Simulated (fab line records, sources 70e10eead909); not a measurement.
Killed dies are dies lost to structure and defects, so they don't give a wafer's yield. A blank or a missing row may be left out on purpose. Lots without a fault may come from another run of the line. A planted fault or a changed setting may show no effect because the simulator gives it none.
Tool commonality check | flow nand_harc | 13 lots, 39 wafers sampled

WHY IT WAS OPENED
At NHARC_A_BLC_INSPECT_28 the reading raw_defect_count is flagged on 2 of 13 lots. Wafers without a fault read 402, standard deviation 100.
Rule: a lot is flagged when every wafer of it that has a number lies more than 4 standard deviations from that mean, or none has a number. The other lots count as sound.

lot  | measured     | on                | raw_defect_count, wafer by wafer | flag
L125 | day 18 04:58 | defect_inspect-02 | 309 310 245                      |
L127 | day 18 13:22 | defect_inspect-01 | 395 392 416                      |
L129 | day 18 20:10 | defect_inspect-01 | 321 317 417                      |
L126 | day 18 23:42 | defect_inspect-02 | 334 522 365                      |
L133 | day 19 23:34 | defect_inspect-01 | 6737 6513 6563                   | FLAGGED
L130 | day 20 02:44 | defect_inspect-02 | 6564 6680 6649                   | FLAGGED
L140 | day 21 13:22 | defect_inspect-02 | 317 423 318                      |
L142 | day 21 21:13 | defect_inspect-02 | 394 308 271                      |
L144 | day 21 23:34 | defect_inspect-02 | 457 358 431                      |
L141 | day 22 04:44 | defect_inspect-01 | 579 389 384                      |
L147 | day 22 12:09 | defect_inspect-01 | 605 403 548                      |
L145 | day 22 14:08 | defect_inspect-02 | 429 310 431                      |
L146 | day 22 18:49 | defect_inspect-02 | 525 325 409                      |
The numbers of the flagged lots are 6618 on average: +6216 against the usual, or +62 standard deviations.

WHICH TOOL RAN EACH LOT
The record holds 1 process step before the reading, out of a route of 1159 steps. In each cell: the tool, then ch and the chambers that the sampled wafers went through, then the start.
lot  | flag    | NHARC_A_BLC_CMP_25
L125 |         | cmp-02 ch 0,2,3, day 18 04:34
L127 |         | cmp-02 ch 1,3, day 18 12:58
L129 |         | cmp-01 ch 0,1, day 18 19:46
L126 |         | cmp-04 ch 0,1, day 18 23:17
L133 | FLAGGED | cmp-01 ch 0,1,2, day 19 23:10
L130 | FLAGGED | cmp-04 ch 1,3, day 20 02:19
L140 |         | cmp-04 ch 1,2, day 21 12:59
L142 |         | cmp-02 ch 0,2,3, day 21 20:53
L144 |         | cmp-01 ch 1,2, day 21 23:09
L141 |         | cmp-04 ch 1,2,3, day 22 04:20
L147 |         | cmp-01 ch 0,2,3, day 22 11:47
L145 |         | cmp-04 ch 1,2,3, day 22 13:46
L146 |         | cmp-01 ch 1,2,3, day 22 18:25
What these steps do:
- NHARC_A_BLC_CMP_25: polishes, t overpolish 30 s, target thk 150 nm.
- NHARC_A_BLC_INSPECT_28

FLAGGED OVER TOTAL, TOOL BY TOOL (the gauges that took the reading come last)
step                   | tool              | lots run | flagged | share of the flagged lots | sound lots run after its first flagged lot
NHARC_A_BLC_CMP_25     | cmp-01            | 5        | 1       | some                      | 3 (L144,L147,L146)
NHARC_A_BLC_CMP_25     | cmp-02            | 3        | 0       | none                      | -
NHARC_A_BLC_CMP_25     | cmp-04            | 5        | 1       | some                      | 3 (L140,L141,L145)
NHARC_A_BLC_INSPECT_28 | defect_inspect-01 | 5        | 1       | some                      | 2 (L141,L147)
NHARC_A_BLC_INSPECT_28 | defect_inspect-02 | 8        | 1       | some                      | 5 (L140,L142,L144,L145,L146)

WHAT THE TABLE ALLOWS
No row of the table ran every flagged lot.

WHAT THE SIMULATOR HAD PUT IN
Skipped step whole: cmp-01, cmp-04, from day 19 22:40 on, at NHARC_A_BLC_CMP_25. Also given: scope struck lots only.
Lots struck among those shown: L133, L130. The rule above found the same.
